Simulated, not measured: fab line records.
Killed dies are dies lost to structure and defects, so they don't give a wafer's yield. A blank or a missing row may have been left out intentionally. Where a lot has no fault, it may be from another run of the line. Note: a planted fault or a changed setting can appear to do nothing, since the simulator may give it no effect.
fab line records    flow n5Finfet
record lots=4  wafers=12  lastDay=17
route steps=1938 shown BEOL_M8@1383 BEOL_M9@1401 PASSIVATION@1936
lots that met no fault: taken from a fault-free run of the same line
startH: hours from the record's opening day to when the first of the lot's shown wafers began    waitH: hours elapsed since this lot's preceding step    " repeats the value in the row above    L1.1+2: one row covering several wafers at once    - no value, or no start was given    * or withheld: withheld    < > ~ a bound
route shown NAME@n: NAME is a module with steps in the file, n the number in the route of the first one    usual: mean/standard deviation taken from wafers without a fault    same: alike in all rows    chamber/n: place in a boat    sites: each site's reading    _std_site: their standard deviation    _edge_site: the outer-site mean with the inner-site mean subtracted    radiusMm: for every site, how far away it sits from the centre of the wafer    mask NAME#n: copy n    behind: the most recent tool/chamber to have shaped the wafer    hold: reason for holding the lot/hours on hold/outcome of the hold    device: which transistor (n, p or np) failed to switch    end of line: tests of these same wafers at the route's end    a step with no rows: only its recipe    killed: count of dies lost to structure and defects at first sort (not the wafer's yield)    map: dies across one wafer; x = killed, . = not, _ = none there
set.NAME: setting as actually run; set.NAME@STEP: the setting as run at that earlier step    model.NAME: the simulator's own value behind a step, which no gauge read
lots at selected steps of the route; one table per step, one row per wafer
services: from which hour (startH, from the record's first day; less than 0 if before it) a tool's chamber was out of use, for how many hours, and why
## steps
# step N5_BEOL_M8_PRECLEAN_42
# recipe chemistry=residueRemover  timeS=60  tempC=40
# step N5_BEOL_M8_SRD_43
# recipe timeS=30  tempC=23  rinseLiquid=diw  dry=ipaMarangoni
# step N5_BEOL_M8_CURE_75
# recipe tempC=370  timeS=120  ambient=DMADMS/He  material=SiCOH_lowk
# step N5_BEOL_M8_DEGAS_44
# recipe ambient=vacuum  tempC=250  timeS=60
# step N5_BEOL_M8_PRE_CLEAN_45
# recipe gas=H2/He  timeS=30  tempC=250
# step N5_BEOL_M8_ALD_77
# recipe material=TaN  targetThkA=20  tempC=275  aldPrecursorFamily=PDMAT  aldCoReactant=NH3  pressureTorr=3  carrierFlowSccm=1500  pulseTimeS=2  purgeTimeS=3  coReactantPurgeTimeS=2  coReactantPulseTimeS=3  aldCycles=40  precursorVesselTempC=75  precursorVesselPressureTorr=26.25  precursorVesselCarrierSccm=1000
# step N5_BEOL_M8_SURFACE_TREAT_79
# recipe gas=Ar  timeS=*  ionEnergyEv=*  ionCurrentMaCm2=0.5  pressureMtorr=*  arFlowSccm=30
# step N5_BEOL_M8_CVD_78
# recipe material=Co  targetThkA=20  tempC=withheld  precursor=CCTBA/H2  pressureTorr=30  timeS=142.3
# step N5_BEOL_M8_SPUTTER_48
# recipe material=Cu  targetThkA=100  tempC=-20  biasV=60  powerW=26000  chamberPressurePa=0.13  timeS=1.667
# step N5_BEOL_M8_ECD_50
# recipe material=Cu  targetThkA=3000
# step N5_BEOL_M8_ANNEAL_51
# recipe tempC=225  timeS=90  ambient=N2
# step N5_BEOL_M8_CMP_52
# recipe stopOn=SiCOH_lowk  tOverpolishS=6.9  downForcePsi=1  platenRpm=50  clearingPlatenDownForcePsi=1.5  clearingPlatenRpm=50  postCmpClean=cuAlkaline  targetThkNm=80  clearingPlatenPadVelocityMS=0.99484  padVelocityMS=0.99484
# usual barrierFieldEndpointS=29.2/0.59  motorCurrentA=6.1/0.64  overpolishRunS=6.901/0.0088  slurryFlowMlMin=150.0/0.47  timeToEndpointS=63.3/2.3
lot.wafer  tool    chamber  startH  waitH  barrierFieldEndpointS  motorCurrentA  overpolishRunS  slurryFlowMlMin  timeToEndpointS
L350.1     cmp-03  1        255.32  0.3    29.2                   5.2            6.898           149.5            63.9
L350.4     "       3        "       "      29.5                   5.3            6.894           150.3            65.4
L350.5     "       0        "       "      30.2                   5.9            6.896           149.4            65.2
L349.3     cmp-03  0        256.13  0.2    28.6                   5.8            6.903           150.4            61.4
L349.4     "       1        "       "      29.6                   4.9            6.903           149.9            61.3
L349.1     "       2        "       "      28.4                   5.5            6.910           150.2            61.1
L362.2     cmp-01  3        335.18  0.3    28.8                   6.3            6.902           149.9            65.9
L362.4     "       1        "       "      28.4                   5.9            6.901           150.2            64.5
L362.6     "       2        "       "      29.2                   7.1            6.881           150.5            66.0
L363.1     cmp-03  0        345.50  0.4    29.3                   5.9            6.901           149.8            61.7
L363.5     "       1        "       "      29.9                   5.2            6.906           150.9            63.6
L363.6     "       2        "       "      29.0                   5.2            6.897           150.2            61.0
# step N5_BEOL_M8_PRE_CLEAN_55
# recipe gas=NH3  timeS=15  tempC=withheld  rfPowerW=300
# step N5_BEOL_M8_DEP_56
# recipe material=SiCN  targetThkA=100  tempC=withheld  precursor=3MS/NH3  pressureTorr=3  rfW=202  timeS=17.5
# step N5_BEOL_M8_INSPECT_58
# recipe inspectInstrument=darkfield  mode=postDep
# usual rawDefectCount=74/25
lot.wafer  tool              chamber  startH  waitH  rawDefectCount
L350.1     defectInspect-01  -        255.74  0.0    1175
L350.4     "                 -        "       "      1171
L350.5     "                 -        "       "      1136
L349.1     defectInspect-02  -        256.58  0.0    1183
L349.3     "                 -        "       "      1202
L349.4     "                 -        "       "      1193
L362.2     defectInspect-01  -        335.60  0.0    52
L362.4     "                 -        "       "      53
L362.6     "                 -        "       "      79
L363.1     defectInspect-01  -        345.84  0.0    85
L363.5     "                 -        "       "      93
L363.6     "                 -        "       "      65
# step N5_BEOL_M9_ILD_DEP_00
# recipe material=SiCOH_lowk  targetThkA=3085.1  tempC=300  precursor=DEMS/porogen  pressureTorr=5  rfW=500  timeS=58
# step N5_BEOL_M9_CURE_71
# recipe tempC=385  timeS=240  ambient=He/Ar  material=SiCOH_lowk
# step N5_BEOL_M9_PECVD_70
# recipe material=SiO2  targetThkA=200  tempC=400  precursor=TEOS/O2  pressureTorr=5.5  rfW=450  teosFlowSccm=53.8  gas=O2  flowSccm=3000  timeS=22.7
# step N5_BEOL_M9_HM_DEP_02
# recipe material=TiN  targetThkA=200  tempC=25  chamberPressurePa=0.49996
# step N5_BEOL_M9_COAT_59
# recipe resist=SOC  tempC=250  timeS=60  spinRpm=1500  resistThkNm=100
# step N5_BEOL_M9_COAT_60
# recipe resist=SiARC  tempC=220  timeS=60  spinRpm=1500  resistThkNm=30
# step N5_BEOL_M9_COAT_05
# recipe resist=CAR-ArF  spinRpm=1500  resistThkNm=90
# step N5_BEOL_M9_EBR_07
# recipe solvent=PGMEA  ebrWidthMm=1.5
# step N5_BEOL_M9_SOFTBAKE_06
# recipe tempC=110  timeS=60  resist=CAR-ArF
# step N5_BEOL_M9_EXPOSE_08
# recipe maskId=M9  na=1.35  sourceShape=dipole  sigmaInner=0.411  sigmaOuter=0.611  polarization=te  doseMj=53.75
# step N5_BEOL_M9_PEB_09
# recipe pebTempC=withheld  pebTimeS=60  resist=CAR-ArF
# step N5_BEOL_M9_DEVELOP_10
# recipe developTimeS=30  developer=TMAH  resist=CAR-ArF  rinseLiquid=diw  dry=airSpin  devTempC=23
# step N5_BEOL_M9_INSPECT_13
# recipe mode=adi  inspectInstrument=brightfield
# usual rawDefectCount=419/82
lot.wafer  tool              chamber  startH  waitH  rawDefectCount
L350.1     defectInspect-02  -        257.61  0.0    1444
L350.4     "                 -        "       "      1501
L350.5     "                 -        "       "      1473
L349.1     defectInspect-02  -        258.83  0.0    1635
L349.3     "                 -        "       "      1406
L349.4     "                 -        "       "      1580
L362.2     defectInspect-02  -        337.41  0.0    385
L362.4     "                 -        "       "      369
L362.6     "                 -        "       "      392
L363.1     defectInspect-01  -        348.27  0.0    327
L363.5     "                 -        "       "      418
L363.6     "                 -        "       "      551
# step N5_BEOL_M9_DESCUM_16
# recipe chemistry=O2  timeS=7.9  sourcePowerW=50  biasPowerW=20  pressureMtorr=20  rfFrequencyHz=2.712e+07  tempC=40  resist=CAR-ArF  o2FlowSccm=225
# step N5_PASSIVATION_PROBE_49
# usual defectLimitedYield=91.6/1.4  killed_at_M0_to_M3=35/10  killed_at_M4_up=13/5.3  killedAtContacts=12/5.9  killedAtFrontEnd=36/9.9  killedAtOther=3.2/3  killedDies=99/16  killedOnRim=13/3.9  killedOpen=66/12  killedShort=32/7.7  sort_bin_5_function=4.9/0.91  sort_bin_6_memory=3.2/0.65  sortNPass=1081/16  sortYieldPct=91.6/1.4
# same grossDies=1180  killedAtBackSide=0  sort_bin_4_leakage[%]=0  sort_bin_8_speed[%]=0
lot.wafer  tool       chamber  startH  waitH  defectLimitedYield[%]  killed_at_M0_to_M3  killed_at_M4_up  killedAtContacts  killedAtFrontEnd  killedAtOther  killedDies  killedOnRim  killedOpen  killedShort  sort_bin_5_function[%]  sort_bin_6_memory[%]  sortNPass  sortYieldPct[%]
L349.1     prober-01  -        323.72  0.0    36.8                   22                  688              10                17                9              746         100          48          21           41.1                    17.1                  434        36.8
L349.3     prober-01  -        323.82  0.1    35.5                   31                  708              6                 16                0              761         92           50          16           43.5                    16.8                  419        35.5
L349.4     prober-01  -        323.87  0.2    34.3                   34                  689              8                 43                1              775         92           68          36           41.9                    18.0                  405        34.3
L350.1     prober-02  -        323.72  0.0    38.7                   22                  663              6                 31                1              723         97           43          23           39.7                    17.3                  457        38.7
L350.4     prober-02  -        323.87  0.2    36.0                   28                  701              6                 20                0              755         98           37          23           40.8                    18.0                  425        36.0
L350.5     prober-02  -        323.92  0.2    37.4                   25                  682              5                 26                1              739         99           49          20           41.4                    17.3                  441        37.4
# killed by level:class
L349.1 BEOL_M8:unspecified=676 MOL_CONTACT_COAG:geometricParticle:open=8 BEOL_M3:geometricParticle:open=7 FIN_SAQP:geometricParticle:open=6 BEOL_M1:geometricParticle:open=6 BEOL_M4:geometricParticle:open=4 DUMMY_GATE:geometricParticle:open=3 BEOL_M1:geometricParticle:short=3
L350.1 BEOL_M8:unspecified=657 FIN_SAQP:geometricParticle:short=11 BEOL_M2:geometricParticle:open=6 FIN_SAQP:geometricParticle:open=5 DUMMY_GATE:geometricParticle:open=5 MOL_CONTACT_COAG:geometricParticle:open=5 BEOL_M3:geometricParticle:open=5 BEOL_M0_SAQP:geometricParticle:open=4
L349.3 BEOL_M8:unspecified=695 BEOL_M1:geometricParticle:open=11 FIN_SAQP:geometricParticle:open=7 BEOL_M0_SAQP:geometricParticle:short=7 BEOL_M0_SAQP:geometricParticle:open=5 BEOL_M4:geometricParticle:open=5 MOL_CONTACT_COAG:geometricParticle:open=4 BEOL_M3:geometricParticle:open=4
L349.4 BEOL_M8:unspecified=671 FIN_SAQP:geometricParticle:open=16 BEOL_M3:geometricParticle:open=12 BEOL_M4:geometricParticle:open=10 FIN_SAQP:geometricParticle:short=9 BEOL_M0_SAQP:geometricParticle:open=6 BEOL_M0_SAQP:geometricParticle:short=6 STI_FIN_REVEAL:geometricParticle:open=5
L350.4 BEOL_M8:unspecified=695 BEOL_M1:geometricParticle:open=10 BEOL_M2:geometricParticle:open=5 MOL_CONTACT_COAG:geometricParticle:open=4 BEOL_M0:geometricParticle:open=4 FIN_SAQP:geometricParticle:open=3 BEOL_M1:geometricParticle:short=3 STARTING-WAFER:geometricParticle:short=3
L350.5 BEOL_M8:unspecified=670 DUMMY_GATE:geometricParticle:open=7 BEOL_M0_SAQP:geometricParticle:short=6 STI_FIN_REVEAL:geometricParticle:open=6 BEOL_M0_SAQP:geometricParticle:open=6 MOL_CONTACT_COAG:geometricParticle:open=5 BEOL_M2:geometricParticle:open=4 BEOL_M3:geometricParticle:open=4
# map L349.4 (x killed, . not)
_________________xxxx.xxx.x..________________
______________xxxx.x.xxxxxx.xxxx_____________
___________.xxxx.xxxxxxxx.xx.xx.x..__________
__________xx.x.xxx.x..xx.xxx.x.x.x.x_________
________..x.xxxxxxxx.x.x..xxxx..x.xx.x_______
_______.xxxx.xx...xxxx.x.xxx..xxxxxxxx.______
______xxx...xxxx.x..xx.....xx...xx.xxx.x_____
_____xx.x..xxxxxxxx.xxxxxx.xxx.xxx..x..xx____
____...xx.xx.xxx.xxxx.xxx.x.x...xx....x..x___
___x..x.xxx..x.xxx..xxxx.xx.xxxx.xxx.xxxxxx__
___xxx.xx....x..xxxxxx.xxxxx.xxx.xx..x...xx__
__...xxxxxx.x.xxxxxxx...xxxx.xxx.xxx.xxxxxxx_
__..xx.x.x.xxxxx.x.x..xx..x..xxxxx..xxxx..xx_
_xx..x....x.xxxx...x...x.x.xxx.xx..xxxxxxx...
_xx.xxx.xxx..xx.x..xxxxxxx..x.xx.xx.xx.xxxx.x
_x.x..xxxxx..x.xx.xxxxx.x..xx...xxx.xxxxxxx.x
_..xx.x.xxxxxx.....xx...xxx....xx....xx.xx.x.
_xx..x..xxxx.xxxxxxxx..xx.xxxxxx...xxx.xxx.x.
_.x...xxxxxxxxxxx.xx.xxxxxxxx.xx.xx.xxxxxxx..
_.x.xxx.xxxxxxxxxxx..xxxxxxxxxx.x.xxx.x.xxx.x
_xxxxxx.xxxx..xxx..xx..xxxx.xxxxxxxxxxx.x.xxx
__.xxxx..x.xxxx..xxxxxx.xxxxxxxxx.x..x.xxxxx_
__...xx...x....xxxx.x.xxxx.xx....xxxxxxx...x_
___xxxx.x.xx.xxxxxxx..xxxxx.xx.xxxxx.xxxxxx__
___x.x.x.x...x.xx..xxxxxxxx.x.xx.xxxxx..xxx__
____...xxxxxxxx..xxxxxx......xxxx.x.x.xxxx___
_____....xxxxxx....xx..xx.xx.x.x.xx.x.x..____
______..xxxxxxxxxxxxx.x.xxxxxx.xxx.x.xxx_____
_______.x.xxxx.....x.xx.x..x.xxxxxxx...______
________xx.x.x.xxxxxxx....x..xxx.x.x.x_______
__________xxxx.xxxx.xxxxxx...xxxxxx._________
___________xx..x.xxx.xxxx.x.x.xx.x.__________
______________x.xxxxxxxx.xx....._____________
_________________xxxx..xxxxxx________________
# map L350.4 (x killed, . not)
_________________x..xxx.x.xx.________________
______________.xxx.x...x.xxx.xx._____________
___________xxx.x.xxx.xxx..xxxx.xxxx__________
__________x.x.x..xxx..xx.x...xx..x.x_________
________.xxxxxxx...x.xxx..x..x..xxxxx._______
_______..x.xxxx..x.xxxx.xxx.xxxxx..xxx.______
______xx.xx..xx.xxxxxxxxxxx.x.x.xxxxxxxx_____
_____xxx.....x..xxxxxxxx..xxx.x.x.x...x..____
____.xx.x...x..x....x.xx...xx.x.xxx.xxxx..___
___.xxx..xxxxxx..x.x.xxxxxxx.xxx.xx.xx.xxxx__
___xxxxx..xx.xxxxx..x.xx..x.xxxxxx.xxxxx.x.__
__...x.xx...xxx.xxx..x...x.xxxx.xxxx.xx.xxxx_
__x.x..xxxx..x.x.xx..xxx.xx.xx.xxxxx.x.x.x.x_
_x.xxxxx.xxx.xxxxxx.xxx.xx.xxx.xxx..xxx...xxx
_x.xx.xxxxxxxxxxxxx..x..xxx.xx..xx.x..xxxx..x
_.x.xx..xxxxx..xxxxx.x.x..xxx.xxxx.x.x..x.xx.
_x.xxx..xxx.x..xxxxx..xxxxxx.x.xxxxxx..x.xx..
_xxxx.x.xx.xxxxxxxx.xxxxxx..xxx.xxxxxxx.x.xx.
_xxx...x.xx...xx...x...xx.x.xx.x..xx.xxx...xx
_..xx.x.x..x.x.x.xx.xxxxxxx.x.xx.xxx.xxxxxx.x
_xxxxx.xx..x..x.x..x.x.xxx..xxx..xxxx.x..x..x
__..xxx.xxxxxx..xxxx..xxx.xx...x.xx..x.xxxx._
__xx.x...xxxx.xxx.xxxxxx...xxxx.xxxxxxxx.x.x_
___.xx.xxx...xx.xxxxx...xx..xxx.xxx..x..x..__
___..xxxxxxxx.xxx.xx.xx.xx.xxx..xx.xxxxxx.x__
____xxxxxxxx.xxx..x.x.xxxxxx.xxx.x.....xx.___
_____xx.xx..x.xxx.x.xx.x...x..xxxxxxxxx..____
______xxx.xxxx.x.x.x...x.xx.xxxx..xx..xx_____
_______xxx..xxxxxxx..xxx.x..xxx.xxxxxxx______
________xx..xxx.xxx.xx.xxxxx..x...xxxx_______
__________xx.xxx.xxx.xx.........xx.._________
___________xxx...x.x.xx.xxxxxxx.xxx__________
______________x...x..x.xxx.xxxxx_____________
_________________..xxxxxxxx.x________________
## services
tool    chamber  startH  hours  kind
cmp-01  -        267.95  0.5    repair
cmp-03  -        283.29  4.0    pm
cmp-03  -        287.29  -      consumableReplace:conditioner
cmp-03  -        287.29  -      consumableReplace:pad
cmp-01  -        290.35  14.0   repair
cmp-03  -        299.85  1.4    repair
## key
firstSign step=N5_BEOL_M8_INSPECT_58  reading=rawDefectCount  direction=up  sigmas=44  usual=74  struck=1177
effect step=N5_BEOL_M9_INSPECT_13  reading=rawDefectCount  direction=up  sigmas=13  usual=419  struck=1506
effect step=N5_PASSIVATION_PROBE_49  reading=killed_at_M4_up  direction=up  sigmas=99+  usual=13  struck=688
moreKillsBornAt N5_BEOL_M8_CMP_52@cmp-03=4064
metAt N5_BEOL_M8_CMP_52
struckWafers L349.1,L349.3,L349.4,L350.1,L350.4,L350.5
fault kind=chamberParticleSource  tool=cmp-03  chamber=-  onsetH=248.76  steps=N5_BEOL_M8_CMP_52  ratePerVisitCm2=1.7202  endH=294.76
